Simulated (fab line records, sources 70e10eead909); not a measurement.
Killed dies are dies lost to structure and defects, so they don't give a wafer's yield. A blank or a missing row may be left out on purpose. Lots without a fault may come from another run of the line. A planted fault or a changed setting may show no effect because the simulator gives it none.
fab line records | flow nand_harc
record lots=6 wafers=18 last_day=31
route steps=1302 shown A_CONTACT@1032 END@1302
lots that met no fault: from a run of the same line without faults
start_h: hours from the record's first day to the start of the lot's first wafer shown | wait_h: hours since the lot's step before | " the same as in the row above | L1.1+2: a row that stands for several wafers | - no value, or no start given | * or withheld: withheld | < > ~ a bound
route shown NAME@n: a module of which the file shows steps, and the number in the route of the first | usual: mean/standard deviation of fault-free wafers | same: alike in all rows | chamber/n: place in a boat | sites: the reading at each site | _std_site: their standard deviation | _edge_site: outer sites' mean less inner sites' | radius_mm: how far each site lies from the wafer's centre | mask NAME#n: copy n | behind: the tool/chamber that last shaped the wafer | hold: why the lot was held/for how many hours/how that ended | device: the transistor (n, p or np) that didn't switch | end of line: the same wafers' tests at the end of the route | a step without rows: its recipe alone | killed: dies lost to structure and defects at the first sort, not the wafer's yield | map: a wafer's dies, x killed, . not, _ none there
set.NAME: the setting as run; set.NAME@STEP: as run at that earlier step | model.NAME: the simulator's own value behind a step, which no gauge read
lots at some steps of the route; a table a step, a row a wafer
services: from which hour (start_h, from the record's first day; less than 0 if before it) a tool's chamber was out of use, for how many hours, and why
## steps
# step NHARC_A_CONTACT_COAT_62
# recipe temp_c=225 time_s=65
# step NHARC_A_CONTACT_COAT_63
# recipe spin_rpm=1500 resist_thk_nm=90
# step NHARC_A_CONTACT_SOFTBAKE_64
# recipe temp_c=105 time_s=55
# step NHARC_A_CONTACT_EBR_65
# step NHARC_A_CONTACT_EXPOSE_66
# recipe na=1.35 sigma_outer=0.8 dose_mj=59.02 mask_id=A_CC_2
# step NHARC_A_CONTACT_PEB_67
# recipe peb_temp_c=100 peb_time_s=65
# step NHARC_A_CONTACT_DEVELOP_68
# recipe develop_time_s=35 dev_temp_c=23
# step NHARC_A_CONTACT_CD_MEAS_69
# recipe target_cd_nm=300 landing_energy_ev=500
# usual cd_nm=300.1/0.43
# columns lot.wafer tool chamber start_h wait_h cd_nm
L538.1 cd_sem-03 0 528.07 - 299.9
L538.3 " 0 " " 299.7
L538.5 " 0 " " 299.6
L542.3 cd_sem-02 0 561.56 - 300.2
L542.5 " 0 " " 299.9
L542.6 " 0 " " 300.1
L544.1 cd_sem-01 0 585.72 - 299.7
L544.3 " 0 " " 300.1
L544.5 " 0 " " 299.8
L550.2 cd_sem-01 0 639.77 - 300.4
L550.3 " 0 " " 301.0
L550.5 " 0 " " 300.4
L551.3 cd_sem-01 0 641.07 - 300.6
L551.4 " 0 " " 300.7
L551.6 " 0 " " 299.9
L552.1 cd_sem-03 0 666.55 - 299.6
L552.2 " 0 " " 299.5
L552.5 " 0 " " 300.0
# step NHARC_A_CONTACT_OVL_MEAS_70
# usual overlay_x_nm=0.1/0.76 overlay_y_nm=0.2/0.85
# columns lot.wafer tool chamber start_h wait_h overlay_x_nm overlay_y_nm
L538.1 overlay-01 - 528.16 - -0.2 0.4
L538.3 " - " " -0.9 0.8
L538.5 " - " " -0.9 0.2
L542.3 overlay-02 - 561.64 - 0.4 1.6
L542.5 " - " " 0.2 0.8
L542.6 " - " " 0.5 1.0
L544.1 overlay-01 - 585.81 - 0.5 0.3
L544.3 " - " " 0.4 0.4
L544.5 " - " " 0.0 -0.2
L550.2 overlay-02 - 639.86 - 0.3 0.8
L550.3 " - " " -0.5 0.2
L550.5 " - " " 0.0 0.9
L551.3 overlay-01 - 641.15 - -0.1 1.0
L551.4 " - " " 0.4 1.6
L551.6 " - " " 0.1 1.2
L552.1 overlay-01 - 666.64 - 0.0 -0.1
L552.2 " - " " 0.2 -0.2
L552.5 " - " " -0.2 0.2
# step NHARC_A_CONTACT_INSPECT_71
# usual raw_defect_count=92/42
# columns lot.wafer tool chamber start_h wait_h raw_defect_count
L538.1 defect_inspect-02 - 528.19 0.0 164
L538.3 " - " " 144
L538.5 " - " " 120
L542.3 defect_inspect-01 - 561.68 0.0 121
L542.5 " - " " 122
L542.6 " - " " 116
L544.1 defect_inspect-01 - 585.85 0.0 146
L544.3 " - " " 151
L544.5 " - " " 160
L550.2 defect_inspect-02 - 639.90 0.0 90
L550.3 " - " " 100
L550.5 " - " " 105
L551.3 defect_inspect-01 - 641.19 0.0 75
L551.4 " - " " 67
L551.6 " - " " 65
L552.1 defect_inspect-01 - 666.67 0.0 139
L552.2 " - " " 143
L552.5 " - " " 147
# step NHARC_A_CONTACT_DESCUM_74
# recipe time_s=3 o2_flow_sccm=200 ar_flow_sccm=0 bias_power_w=0 chemistry=O2
# step NHARC_A_CONTACT_ETCH_75
# recipe target_depth_a=390 over_etch_frac=0.3 time_s=65 ion_energy_ev=80 cf4_flow_sccm=150 ar_flow_sccm=0 rf_w=300 bias_w=100 chemistry=CF4
# step NHARC_A_CONTACT_ETCH_76
# recipe target_depth_a=2600 over_etch_frac=0.3 time_s=475.3 ion_energy_ev=200 n2_flow_sccm=150 h2_flow_sccm=150 ar_flow_sccm=0 rf_w=400 bias_w=150 chemistry=N2/H2
# usual drypump_motor_current_A=5.64/0.3 oes_product_au=1.003/0.0079 rf_vpp_V=430.9/2.7 showerhead_plenum_p_Torr=2.05/0.093 throttle_valve_pct=14.172/0.0092
# columns lot.wafer tool chamber start_h wait_h drypump_motor_current_A oes_product_au rf_hours_counter_h rf_vpp_V showerhead_plenum_p_Torr throttle_valve_pct
L538.3 rie_diel-08 2 528.50 - 5.30 0.997 33 433.1 2.14 14.189
L538.1 " 3 " " 5.58 1.004 30 434.6 2.15 14.185
L538.5 " 1 " " 6.11 0.989 - 428.7 2.00 14.163
L542.3 rie_diel-12 2 562.03 - 5.86 1.015 29 427.7 1.93 14.161
L542.5 " 3 " " 5.02 1.010 - 433.6 2.17 14.171
L542.6 " 0 " " 5.61 1.005 - 428.5 1.93 14.169
L544.3 rie_diel-08 3 586.12 - 5.63 1.000 4 434.6 2.15 14.173
L544.1 " 0 " " 5.64 0.998 4 428.9 2.01 14.189
L544.5 " 2 " " 5.28 1.013 - 431.6 2.14 14.179
L550.2 rie_diel-08 2 640.17 - 5.29 1.013 13 431.4 2.13 14.178
L550.3 " 3 " " 5.62 1.005 15 431.9 2.15 14.181
L550.5 " 1 " " 6.12 1.010 - 430.2 2.00 14.183
L551.3 rie_diel-01 1 641.49 - 5.41 0.987 22 434.6 2.16 14.167
L551.4 " 3 " " 5.78 0.990 25 427.6 1.91 14.163
L551.6 " 1 " " 5.39 0.993 - 433.8 2.16 14.181
L552.2 rie_diel-08 3 666.91 - 5.59 1.001 18 433.2 2.14 14.178
L552.1 " 1 " " 6.11 1.012 17 428.9 1.99 14.179
L552.5 " 3 " " 5.59 1.005 - 433.7 2.15 14.181
# step NHARC_A_CONTACT_ETCH_77
# recipe target_depth_a=1089 time_s=54.5 cf4_flow_sccm=100 chf3_flow_sccm=30 ar_flow_sccm=0 rf_w=500 bias_w=200 chemistry=CF4/CHF3
# step NHARC_A_CONTACT_ETCH_78
# recipe target_depth_a=53000 over_etch_frac=0.3 time_s=1378 ion_energy_ev=150 o2_flow_sccm=400 cos_flow_sccm=20 ar_flow_sccm=0 rf_w=500 bias_w=300 chemistry=O2/COS
# step NHARC_A_CONTACT_ETCH_124
# recipe source_w=withheld pressure_mtorr=20 bias_v=withheld time_s=140 target_depth_a=7000 ar_flow_sccm=withheld c4f8_flow_sccm=withheld o2_flow_sccm=withheld chemistry=C4F8/O2/Ar
# step NHARC_A_CONTACT_ETCH_125
# recipe source_w=withheld pressure_mtorr=20 bias_v=3000 time_s=197 target_depth_a=19180 ar_flow_sccm=withheld c4f8_flow_sccm=withheld o2_flow_sccm=withheld chemistry=C4F8/O2/Ar
# step NHARC_A_CONTACT_ETCH_126
# recipe source_w=withheld pressure_mtorr=20 bias_v=3000 time_s=197 target_depth_a=19180 ar_flow_sccm=withheld c4f8_flow_sccm=withheld o2_flow_sccm=withheld chemistry=C4F8/O2/Ar
# columns lot.wafer tool chamber start_h wait_h rf_hours_counter_h
L538.1 har_cap_etch-01 0 530.17 0.1 5
L538.3 " 1 " " -
L538.5 " 0 " " -
L542.3 har_cap_etch-01 1 563.81 0.1 -
L542.6 " 1 " " -
L542.5 " 0 " " -
L544.1 har_cap_etch-03 1 587.84 0.2 55
L544.3 " 1 " " -
L544.5 " 0 " " -
L550.2 har_cap_etch-01 0 641.89 0.1 28
L550.3 " 1 " " -
L550.5 " 0 " " -
L551.3 har_cap_etch-03 1 643.32 0.1 -
L551.4 " 0 " " -
L551.6 " 1 " " -
L552.2 har_cap_etch-01 0 668.65 0.1 31
L552.1 " 1 " " 31
L552.5 " 0 " " -
# step NHARC_A_CONTACT_ETCH_127
# recipe source_w=withheld pressure_mtorr=20 bias_v=3000 time_s=197 target_depth_a=19180 ar_flow_sccm=withheld c4f8_flow_sccm=withheld o2_flow_sccm=withheld chemistry=C4F8/O2/Ar
# step NHARC_A_CONTACT_ETCH_128
# recipe source_w=withheld pressure_mtorr=20 bias_v=3000 time_s=197 target_depth_a=19180 ar_flow_sccm=withheld c4f8_flow_sccm=withheld o2_flow_sccm=withheld chemistry=C4F8/O2/Ar
# columns lot.wafer tool chamber start_h wait_h rf_hours_counter_h
L538.1 har_cap_etch-01 0 530.52 0.1 5
L538.3 " 1 " " -
L538.5 " 0 " " -
L542.3 har_cap_etch-01 1 564.16 0.1 -
L542.6 " 1 " " -
L542.5 " 0 " " -
L544.1 har_cap_etch-03 1 588.19 0.1 55
L544.3 " 1 " " -
L544.5 " 0 " " -
L550.2 har_cap_etch-01 0 642.25 0.1 28
L550.3 " 1 " " -
L550.5 " 0 " " -
L551.3 har_cap_etch-03 1 643.67 0.1 -
L551.4 " 0 " " -
L551.6 " 1 " " -
L552.2 har_cap_etch-01 0 669.01 0.1 31
L552.1 " 1 " " 31
L552.5 " 0 " " -
# step NHARC_A_CONTACT_ETCH_129
# recipe source_w=withheld pressure_mtorr=20 bias_v=3000 time_s=197 target_depth_a=19180 ar_flow_sccm=withheld c4f8_flow_sccm=withheld o2_flow_sccm=withheld chemistry=C4F8/O2/Ar
# step NHARC_A_CONTACT_ETCH_130
# recipe source_w=withheld pressure_mtorr=20 bias_v=3000 time_s=197 target_depth_a=19180 ar_flow_sccm=withheld c4f8_flow_sccm=withheld o2_flow_sccm=withheld chemistry=C4F8/O2/Ar
# step NHARC_A_CONTACT_ETCH_131
# recipe source_w=withheld pressure_mtorr=20 bias_v=3000 time_s=197 target_depth_a=19180 ar_flow_sccm=withheld c4f8_flow_sccm=withheld o2_flow_sccm=withheld chemistry=C4F8/O2/Ar
# columns lot.wafer tool chamber start_h wait_h rf_hours_counter_h
L538.1 har_cap_etch-01 0 531.05 0.1 6
L538.3 " 1 " " -
L538.5 " 0 " " -
L542.3 har_cap_etch-01 1 564.69 0.1 -
L542.6 " 1 " " -
L542.5 " 0 " " -
L544.1 har_cap_etch-03 1 588.71 0.1 56
L544.3 " 1 " " -
L544.5 " 0 " " -
L550.2 har_cap_etch-01 0 642.78 0.1 29
L550.3 " 1 " " -
L550.5 " 0 " " -
L551.3 har_cap_etch-03 1 644.20 0.1 -
L551.4 " 0 " " -
L551.6 " 1 " " -
L552.2 har_cap_etch-01 0 669.53 0.1 32
L552.1 " 1 " " 32
L552.5 " 0 " " -
# step NHARC_A_CONTACT_ETCH_132
# recipe source_w=withheld pressure_mtorr=20 bias_v=3000 time_s=197 target_depth_a=19240 ar_flow_sccm=withheld c4f8_flow_sccm=withheld o2_flow_sccm=withheld chemistry=C4F8/O2/Ar
# step NHARC_A_CONTACT_ETCH_133
# recipe source_w=withheld pressure_mtorr=20 bias_v=400 time_s=374 target_depth_a=16100 ar_flow_sccm=withheld c4f8_flow_sccm=11.5 o2_flow_sccm=7.2 chemistry=C4F8/O2/Ar
# step NHARC_A_CONTACT_ETCH_91
# recipe target_depth_a=400 over_etch_frac=0.5 time_s=85.7 ion_energy_ev=120 ch3f_flow_sccm=50 o2_flow_sccm=30 ar_flow_sccm=200 rf_w=500 bias_w=100 chemistry=CH3F/O2
# step NHARC_A_CONTACT_ETCH_97
# recipe target_depth_a=200 over_etch_frac=0.5 time_s=10 ion_energy_ev=250 c4f6_flow_sccm=25 o2_flow_sccm=20 ar_flow_sccm=500 rf_w=600 bias_w=500 chemistry=C4F6/O2
# step NHARC_A_CONTACT_CD_MEAS_80
# usual cd_nm=289.3/0.95
# columns lot.wafer tool chamber start_h wait_h cd_nm
L538.1 cd_sem-03 - 532.41 - 289.8
L538.3 " - " " 290.1
L538.5 " - " " 290.3
L542.3 cd_sem-03 - 565.99 - 289.7
L542.5 " - " " 289.3
L542.6 " - " " 290.0
L544.1 cd_sem-02 - 590.07 - 288.6
L544.3 " - " " 288.3
L544.5 " - " " 288.1
L550.2 cd_sem-02 - 644.11 - 287.1
L550.3 " - " " 287.4
L550.5 " - " " 287.2
L551.3 cd_sem-02 - 645.53 - 289.6
L551.4 " - " " 289.7
L551.6 " - " " 290.0
L552.1 cd_sem-01 - 670.89 - 289.3
L552.2 " - " " 289.2
L552.5 " - " " 289.2
# step NHARC_A_CONTACT_STRIP_103
# recipe n2_flow_sccm=150 h2_flow_sccm=150 ar_flow_sccm=0 bias_w=0 chemistry=N2/H2
# step NHARC_A_CONTACT_STRIP_104
# recipe cf4_flow_sccm=100 chf3_flow_sccm=30 ar_flow_sccm=0 bias_w=0 chemistry=CF4/CHF3
# step NHARC_A_CONTACT_STRIP_105
# recipe o2_flow_sccm=400 cos_flow_sccm=20 ar_flow_sccm=0 bias_w=0 chemistry=O2/COS
# step NHARC_A_CONTACT_ETCH_106
# recipe target_depth_a=900 overetch_a=90 time_s=49.5 ion_energy_ev=100 cf4_flow_sccm=80 o2_flow_sccm=20 ar_flow_sccm=0 rf_w=300 bias_w=100 chemistry=CF4/O2
# usual drypump_motor_current_A=5.62/0.29 oes_ar_750_au=1.000/0.0044 oes_product_au=1.004/0.0083 rf_vpp_V=198.0/1.5 showerhead_plenum_p_Torr=1.34/0.064 throttle_valve_pct=13.397/0.0088
# columns lot.wafer tool chamber start_h wait_h drypump_motor_current_A oes_ar_750_au oes_product_au rf_hours_counter_h rf_vpp_V showerhead_plenum_p_Torr throttle_valve_pct
L538.3 rie_diel-12 2 532.75 0.1 5.85 1.001 1.001 22 196.2 1.27 13.398
L538.1 " 0 " " 5.61 1.005 1.011 26 197.4 1.27 13.404
L538.5 " 1 " " 5.66 0.994 1.007 - 199.6 1.42 13.410
L542.3 rie_diel-08 1 566.30 0.1 6.13 1.000 1.000 1 197.5 1.31 13.401
L542.5 " 2 " " 5.30 0.998 1.008 - 199.3 1.39 13.398
L542.6 " 3 " " 5.60 0.993 1.005 - 200.8 1.40 13.408
L544.3 rie_diel-12 2 590.37 0.1 5.87 1.004 1.014 40 196.8 1.27 13.402
L544.1 " 0 " " 5.63 1.001 0.998 45 195.6 1.27 13.392
L544.5 " 2 " " 5.86 1.000 0.987 - 196.0 1.26 13.399
L550.2 rie_diel-08 3 644.48 0.1 5.56 0.998 1.021 15 200.0 1.40 13.398
L550.3 " 0 " " 5.64 0.998 0.990 15 197.6 1.32 13.395
L550.5 " 1 " " 6.16 1.002 1.011 - 197.8 1.31 13.390
L551.3 rie_diel-12 1 645.83 0.1 5.72 1.013 0.996 4 199.5 1.41 13.402
L551.4 " 2 " " 5.80 0.993 0.997 4 196.0 1.26 13.392
L551.6 " 0 " " 5.62 1.006 0.982 - 196.6 1.26 13.387
L552.2 rie_diel-08 2 671.19 0.1 5.27 1.004 1.015 17 198.9 1.39 13.402
L552.1 " 1 " " 6.10 1.005 1.025 17 196.1 1.31 13.402
L552.5 " 2 " " 5.28 0.999 1.020 - 197.6 1.39 13.396
# step NHARC_A_CONTACT_STRIP_82
# recipe o2_flow_sccm=500 ar_flow_sccm=0 bias_w=0 chemistry=O2
# usual drypump_motor_current_A=5.7/0.3 oes_product_au=1.004/0.007 rf_vpp_V=57.8/0.95 showerhead_plenum_p_Torr=3.53/0.16 throttle_valve_pct=17.036/0.0082
# columns lot.wafer tool chamber start_h wait_h drypump_motor_current_A oes_product_au rf_hours_counter_h rf_vpp_V showerhead_plenum_p_Torr throttle_valve_pct
L538.1 rie_diel-12 0 - - 5.6 1.002 27 56.1 3.37 17.043
L538.3 " 2 " " 5.9 1.012 22 57.9 3.36 17.032
L538.5 " 0 " " 5.6 0.997 - 58.0 3.37 17.037
L542.3 rie_diel-08 0 - - 5.6 0.998 1 58.4 3.49 17.013
L542.6 " 1 " " 6.1 1.012 - 58.0 3.47 17.048
L542.5 " 2 " " 5.3 1.019 - 60.8 3.68 17.012
L544.1 rie_diel-12 1 - - 5.7 1.011 40 58.9 3.72 17.037
L544.3 " 2 " " 5.9 1.004 40 57.7 3.35 17.038
L544.5 " 1 " " 5.7 1.003 - 58.8 3.72 17.036
L550.2 rie_diel-08 1 - - 6.1 1.009 14 56.1 3.46 17.038
L550.3 " 2 " " 5.3 1.010 15 58.1 3.67 17.053
L550.5 " 0 " " 5.6 0.996 - 58.6 3.48 17.044
L551.4 rie_diel-12 0 - - 5.6 0.993 4 56.9 3.35 17.035
L551.3 " 1 " " 5.7 1.001 4 58.2 3.71 17.032
L551.6 " 2 " " 5.8 0.998 - 56.9 3.34 17.033
L552.2 rie_diel-08 3 - - 5.6 1.012 19 58.7 3.69 17.022
L552.1 " 1 " " 6.1 1.009 17 55.6 3.46 17.042
L552.5 " 2 " " 5.3 1.018 - 58.4 3.67 17.024
# step NHARC_A_CONTACT_STRIP_83
# recipe time_s=600 temp_c=30 chemistry=post_etch_residue_remover
# step NHARC_A_CONTACT_DEP_84
# recipe target_thk_a=28000 temp_c=400 material=aC
# step NHARC_A_CONTACT_DEP_85
# recipe target_thk_a=600 target_thk_nm=60 temp_c=400 pressure_torr=3.5 flow_sccm=200 rf_w=350 material=SiON
# step NHARC_A_CONTACT_DEHYDRATE_00
# recipe temp_c=150 time_s=120
# step NHARC_A_CONTACT_HMDS_01
# recipe time_s=30
# step NHARC_A_CONTACT_COAT_86
# recipe temp_c=260 time_s=75
# step NHARC_A_CONTACT_COAT_87
# recipe temp_c=225 time_s=65
# step NHARC_A_CONTACT_COAT_02
# recipe spin_rpm=1500 resist_thk_nm=90
# step NHARC_A_CONTACT_SOFTBAKE_03
# recipe temp_c=105 time_s=55
# step NHARC_END_SORT_01
# recipe temp_c=25
# usual killed_at_array=61/22 killed_at_other=0.8/1 killed_at_periphery=3.8/2.3 killed_dies=66/22 killed_open=3.2/1.9 killed_short=2.8/1.8
# same gross_dies=677
# columns lot.wafer tool chamber start_h wait_h killed_at_array killed_at_other killed_at_periphery killed_dies killed_open killed_short
L542.3 prober-01 0 624.92 3.1 85 0 1 86 1 0
L542.5 prober-01 0 626.50 3.7 87 0 2 89 2 2
L542.6 prober-01 0 627.29 3.9 69 1 2 72 3 3
L551.3 prober-01 0 697.97 3.1 58 1 8 67 1 2
L551.4 prober-01 0 698.76 3.4 60 1 1 62 3 1
L551.6 prober-01 0 700.35 4.0 55 1 8 64 3 4
L550.2 prober-02 0 704.94 2.8 127 1 6 134 5 3
L550.3 prober-02 0 705.75 3.1 127 1 4 132 2 4
L550.5 prober-02 0 707.36 3.7 111 0 4 115 8 3
L552.1 prober-01 0 729.67 2.5 140 1 2 143 0 3
L552.2 prober-01 0 730.48 2.8 162 0 4 166 1 4
L552.5 prober-01 0 732.89 3.7 169 2 1 172 1 0
# killed by level:class
L542.3 A_CHANNEL_HOLE_D1:chamber_film_flake=36 A_SLIT:chamber_film_flake=30 A_CHANNEL_HOLE_D2:chamber_film_flake=9 A_CONTACT:chamber_film_flake=4 A_WL_FILL:chamber_film_flake=2 A_M1:chamber_film_flake=2 P_CONTACT:geometric_particle:open=1 A_DECK1_JOINT:chamber_film_flake=1
L542.5 A_CHANNEL_HOLE_D1:chamber_film_flake=36 A_SLIT:chamber_film_flake=32 A_M1:chamber_film_flake=5 A_CHANNEL_HOLE_D2:chamber_film_flake=4 A_CONTACT:chamber_film_flake=3 A_STAIRCASE:chamber_film_flake=2 A_ONON_D1:geometric_particle:open=1 A_DECK1_JOINT:geometric_particle:short=1
L542.6 A_CHANNEL_HOLE_D1:chamber_film_flake=35 A_SLIT:chamber_film_flake=14 A_CONTACT:chamber_film_flake=5 A_CHANNEL_HOLE_D2:chamber_film_flake=3 A_CHANNEL_FILL_D2:geometric_particle:open=2 A_CHANNEL_FILL_D1:chamber_film_flake=2 A_STAIRCASE:chamber_film_flake=2 A_ONON_D1:geometric_particle:short=1
L551.3 A_CHANNEL_HOLE_D1:chamber_film_flake=43 A_SLIT:chamber_film_flake=4 P_ZERO_WELL:chamber_film_flake=3 P_CONTACT:chamber_film_flake=3 A_CONTACT:chamber_film_flake=3 A_BLC:chamber_film_flake=3 P_GATE:chamber_film_flake=2 A_ONON_D1:geometric_particle:open=1
L551.4 A_CHANNEL_HOLE_D1:chamber_film_flake=39 A_WL_FILL:chamber_film_flake=6 A_SLIT:chamber_film_flake=4 A_CONTACT:chamber_film_flake=3 A_BLC:chamber_film_flake=3 A_ONON_D2:geometric_particle:short=1 A_CHANNEL_HOLE_D2:geometric_particle:open=1 A_CHANNEL_FILL_D2:geometric_particle:open=1
L551.6 A_CHANNEL_HOLE_D1:chamber_film_flake=38 P_GATE:chamber_film_flake=3 P_CONTACT:chamber_film_flake=3 A_WL_FILL:chamber_film_flake=3 A_BLC:chamber_film_flake=3 A_WL_FILL:geometric_particle:short=2 A_SLIT:chamber_film_flake=2 A_CONTACT:chamber_film_flake=2
L550.2 A_CONTACT:unspecified=97 A_SLIT:chamber_film_flake=13 A_CHANNEL_HOLE_D2:chamber_film_flake=6 A_STAIRCASE:chamber_film_flake=5 P_M0:geometric_particle:open=3 P_ZERO_WELL:chamber_film_flake=2 P_GATE:geometric_particle:open=1 A_SOURCE_PLATE:geometric_particle:open=1
L550.3 A_CONTACT:unspecified=84 A_SLIT:chamber_film_flake=16 A_CHANNEL_HOLE_D2:chamber_film_flake=10 A_CHANNEL_HOLE_D1:chamber_film_flake=6 P_ZERO_WELL:chamber_film_flake=3 A_STAIRCASE:chamber_film_flake=3 A_CHANNEL_FILL_D1:geometric_particle:short=2 A_CHANNEL_FILL_D1:chamber_film_flake=2
L550.5 A_CONTACT:unspecified=52 A_SLIT:chamber_film_flake=24 A_CHANNEL_HOLE_D2:chamber_film_flake=18 A_CHANNEL_HOLE_D1:chamber_film_flake=5 A_M0:geometric_particle:open=3 A_DECK1_JOINT:geometric_particle:open=2 A_WL_FILL:geometric_particle:open=2 P_GATE:chamber_film_flake=2
L552.1 A_CONTACT:unspecified=54 A_CHANNEL_HOLE_D1:chamber_film_flake=41 A_SLIT:chamber_film_flake=20 A_CHANNEL_HOLE_D2:chamber_film_flake=17 A_CONTACT:chamber_film_flake=3 P_CONTACT:chamber_film_flake=2 A_CHANNEL_FILL_D1:geometric_particle:short=1 A_WL_FILL:geometric_particle:short=1
L552.2 A_CONTACT:unspecified=92 A_CHANNEL_HOLE_D1:chamber_film_flake=33 A_SLIT:chamber_film_flake=12 A_CHANNEL_HOLE_D2:chamber_film_flake=8 A_CONTACT:chamber_film_flake=5 A_BLC:chamber_film_flake=3 P_CONTACT:chamber_film_flake=2 P_BONDPAD:chamber_film_flake=2
L552.5 A_CONTACT:unspecified=84 A_CHANNEL_HOLE_D1:chamber_film_flake=36 A_SLIT:chamber_film_flake=24 A_CHANNEL_HOLE_D2:chamber_film_flake=13 A_WL_FILL:chamber_film_flake=3 A_CONTACT:chamber_film_flake=3 A_STAIRCASE:chamber_film_flake=2 THIN_TSV:chamber_film_flake=2
# map L550.2 (x killed, . not)
____________.____________
_________......._________
_______..........._______
______.............______
_____..............x_____
____............x..x.____
____.................____
___...................___
___..................x___
__...............x.....__
__.....x...............__
_...x..x................_
_....xx.x..............._
_.xxxxxxx..............._
_x.xxxxxx..x............_
_..xxxxxxxx............._
.x.xxxxxxx...............
.xxxxxxxxxx..............
..xxxxxxxxx..............
...xxxxxxxx..............
..xxxxxxxxxx.............
_..xxxxxxx...........x.._
_.xxxxxxxx.............._
_...xx.xxx.......x..x..x_
_.....xxx..............._
_..x.x.................._
__....x................__
__.....................__
___....x..............___
___..xx.........x.....___
____xxxx....x........____
____xxxxx............____
_____xxxxx.........._____
______xx...........______
_______x..x.x....._______
_________......x_________
____________.____________
# map L552.5 (x killed, . not)
____________.____________
_________....xxx_________
_______....xxxxxx._______
______...x.xxxxxxx.______
_____.....xxxxxxx..._____
____..xxxxxxxxxxxx...____
____.x.xxxxxxxxxxx...____
___...xxxxxxxxxxxx....___
___...xxxxxxxxxxxx....___
__..x.xxxxxxxxxxx......__
__.....xxxxxxxxxxx.....__
_....xxxxxxxxxxxxx...x.._
_......xxx.xxx.x.x...x.._
_......x.x....xx........_
_.......x.x....x........_
_...x......x............_
.......x.........x....x..
.........................
.......................x.
..........xx.............
..........x..............
_......x................_
_......................x_
_.....xx................_
_.....xxxxx............._
_....x.xxxx............._
__...x.xxxx.........x.x__
__....xxxxxx...........__
___.......x.x.........___
___...xxxx.x..........___
____.....xx..........____
____.................____
_____....x.........._____
______.............______
_______..x........_______
_________......._________
____________.____________
## services
# columns tool chamber start_h hours kind
har_cap_etch-01 0 514.00 - clean
har_cap_etch-01 1 514.00 - clean
har_cap_etch-01 1 514.00 - consumable_replace:focus_ring
rie_diel-08 0 525.09 - clean
rie_diel-08 1 525.09 - clean
rie_diel-08 2 525.09 - clean
rie_diel-08 3 525.09 - clean
rie_diel-12 2 533.18 1.2 repair
rie_diel-08 - 545.63 9.0 pm
rie_diel-08 0 545.63 9.0 vent_cycle
rie_diel-08 1 545.63 9.0 vent_cycle
rie_diel-08 2 545.63 9.0 vent_cycle
rie_diel-08 3 545.63 9.0 vent_cycle
har_cap_etch-01 - 549.38 0.9 repair
rie_diel-08 0 554.63 - clean
rie_diel-08 1 554.63 - clean
rie_diel-08 2 554.63 - clean
rie_diel-08 2 554.63 - consumable_replace:focus_ring
rie_diel-01 - 555.21 0.2 repair
rie_diel-01 - 560.76 9.0 pm
rie_diel-08 1 568.42 6.1 repair
rie_diel-12 - 622.52 9.0 pm
rie_diel-08 2 658.58 5.1 repair
rie_diel-08 - 666.06 0.3 repair
## key
first_sign step=NHARC_END_SORT_01 reading=killed_at_array direction=up sigmas=3.6 usual=61 struck=139
effect step=NHARC_END_SORT_01 reading=killed_dies direction=up sigmas=3.5 usual=66 struck=144
more_kills_born_at NHARC_A_CONTACT_ETCH_76@rie_diel-08=463
met_at NHARC_A_CONTACT_ETCH_76
struck_wafers L550.2,L550.3,L550.5,L552.1,L552.2,L552.5
tester_left_out L550,L552
onset_between 586.12 640.17
also_fits NHARC_A_CONTACT_ETCH_126:har_cap_etch-01,NHARC_A_CONTACT_ETCH_128:har_cap_etch-01,NHARC_A_CONTACT_ETCH_131:har_cap_etch-01,NHARC_A_CONTACT_ETCH_106:rie_diel-08
fault kind=chamber_particle_source tool=rie_diel-08 chamber=- onset_h=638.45 steps=NHARC_A_CONTACT_ETCH_76 rate_per_visit_cm2=1.1497 end_h=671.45
# tester_left_out: of these lots the tester's yield and bins aren't shown, on N5 and GAA mostly nor the transistor test; their killed dies are dies lost to structure and defects alone, not to doping, threshold or leakage, so they don't give the yield
